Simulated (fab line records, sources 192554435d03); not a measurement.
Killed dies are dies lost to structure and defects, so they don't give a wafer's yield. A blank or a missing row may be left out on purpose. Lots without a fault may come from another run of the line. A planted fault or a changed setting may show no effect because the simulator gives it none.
Split-lot experiment | flow n5_finfet | 7 lots, 21 wafers read, on a route of 1938 steps

THE SPLIT
At N5_BEOL_M4_COAT_62 (time 60 s, resist thk 12 nm), the setting spin_rpm was moved away from the recipe's 1500 rpm on 4 of the 21 wafers read, by -6.7% to -4.3%. The other wafers ran this setting at the recipe's value.

FROM THE SPLIT TO THE READING: what the file shows between them, 6 steps
- N5_BEOL_M4_COAT_73: time 60 s, resist thk 5 nm (also split here: spin_rpm)
- N5_BEOL_M4_COAT_05: resist thk 30 nm
- N5_BEOL_M4_EBR_07
- N5_BEOL_M4_DESCUM_16: chemistry O2, time 7 s
- N5_BEOL_M4_ETCH_74: etches underlayer in N2/H2, target depth 6.5 nm, time 5.2 s
- N5_BEOL_M4_ETCH_63: etches SiARC in CF4, target depth 15.6 nm, time 26 s

THE READING
SiARC_of_BEOL_M4_COAT_62.thk_nm (the simulator's own value, which no gauge read), in nm, at N5_BEOL_M4_ETCH_64 (etches SOC in N2/H2, target depth 75 nm, overetch 22.5 nm, time 121.9 s). The file gives no usual value for it. The 17 wafers here that ran the recipe average 6.3 nm, standard deviation 0.12 nm.

wafer  | tool, chamber at the split | spin_rpm as run, rpm | against the recipe | SiARC_of_BEOL_M4_COAT_62.thk_nm, nm | against lot-mates on the recipe
L079.1 | litho_track-02, 0          | 1500                 | recipe             | 6.4                                 | -
L079.6 | litho_track-02, 0          | 1500                 | recipe             | 6.4                                 | -
L079.4 | litho_track-02, 0          | 1500                 | recipe             | 6.2                                 | -
L080.1 | litho_track-03, 0          | 1500                 | recipe             | 6.2                                 | -
L080.5 | litho_track-03, 0          | 1500                 | recipe             | 6.2                                 | -
L080.6 | litho_track-03, 0          | 1500                 | recipe             | 6.4                                 | -
L082.1 | litho_track-01, 0          | 1435                 | -4.3%              | 6.6                                 | +0.4
L082.2 | litho_track-01, 0          | 1500                 | recipe             | 6.2                                 | -
L082.6 | litho_track-01, 0          | 1500                 | recipe             | 6.2                                 | -
L084.2 | litho_track-01, 0          | 1500                 | recipe             | 6.2                                 | -
L084.4 | litho_track-01, 0          | 1500                 | recipe             | 6.2                                 | -
L084.3 | litho_track-01, 0          | 1404                 | -6.4%              | 6.8                                 | +0.6
L089.3 | litho_track-02, 0          | 1500                 | recipe             | 6.2                                 | -
L089.4 | litho_track-02, 0          | 1419                 | -5.4%              | 6.6                                 | +0.3
L089.5 | litho_track-02, 0          | 1500                 | recipe             | 6.4                                 | -
L087.1 | litho_track-02, 0          | 1500                 | recipe             | 6.4                                 | -
L087.4 | litho_track-02, 0          | 1399                 | -6.7%              | 7                                   | +0.7
L087.6 | litho_track-02, 0          | 1500                 | recipe             | 6.2                                 | -
L095.1 | litho_track-02, 0          | 1500                 | recipe             | 6.6                                 | -
L095.3 | litho_track-02, 0          | 1500                 | recipe             | 6.2                                 | -
L095.6 | litho_track-02, 0          | 1500                 | recipe             | 6.4                                 | -

THE FIT
A straight line over all 21 wafers: SiARC_of_BEOL_M4_COAT_62.thk_nm changes by -0.0822 nm for each +1% of spin_rpm; r = -0.85; the points scatter about the line by 0.12 nm.
The same after taking each lot's own level away (the mean of its wafers on the recipe; 21 wafers): -0.089 nm for each +1%; r = -0.89; scatter 0.11 nm.
On that fit, the largest move of spin_rpm shifts the reading by 0.6 nm.
The lots' own levels span 6.20 to 6.40 nm, that is 1.7 times the standard deviation above.
So the lot-to-lot level changes the slope little: the two slopes agree.
Check: with one of the wafers moved furthest among these (-6.7%) left out of the fit, the line predicts +0.545 nm for it against its lot-mates. It came out at +0.7 nm against them.

OTHER SPLITS ON THESE WAFERS
These wafers also went through other splits before the reading. Each is held against what the fit with the lots' levels taken away leaves over:
other split on the same wafers | wafers away from the commonest value | r with SiARC_of_BEOL_M4_COAT_62.thk_nm (lot level and that fit taken away)
N5_BEOL_M1_COAT_68 spin_rpm    | 3                                    | -0.16
N5_BEOL_M3_COAT_67 spin_rpm    | 7                                    | -0.08
N5_BEOL_M3_COAT_76 spin_rpm    | 3                                    | +0.02
N5_BEOL_M4_COAT_73 spin_rpm    | 7                                    | +0.34

THE WHOLE CHAIN: every reading that the file lists as answering this split, in the file's order
step               | what it does                                                            | reading                                                                          | change (the file's fit)                | r (the file's)
N5_BEOL_M4_COAT_62 | time 60 s, resist thk 12 nm                                             | SiARC_of_BEOL_M4_COAT_62.thk_nm (the simulator's own value, which no gauge read) | -0.0617 nm for each +1% of the setting | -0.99
N5_BEOL_M4_ETCH_63 | etches SiARC in CF4, target depth 15.6 nm, time 26 s                    | etch_rf_on_time_s                                                                | withheld for each +1% of the setting   | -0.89
N5_BEOL_M4_ETCH_63 | etches SiARC in CF4, target depth 15.6 nm, time 26 s                    | etch.depth_nm (the simulator's own value, which no gauge read)                   | -0.0632 nm for each +1% of the setting | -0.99
N5_BEOL_M4_ETCH_64 | etches SOC in N2/H2, target depth 75 nm, overetch 22.5 nm, time 121.9 s | SiARC_of_BEOL_M4_COAT_62.thk_nm (the simulator's own value, which no gauge read) | -0.0887 nm for each +1% of the setting | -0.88

THE FILE'S OWN FIT
SiARC_of_BEOL_M4_COAT_62.thk_nm changes by -0.0887 nm for each +1% of spin_rpm, r = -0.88.
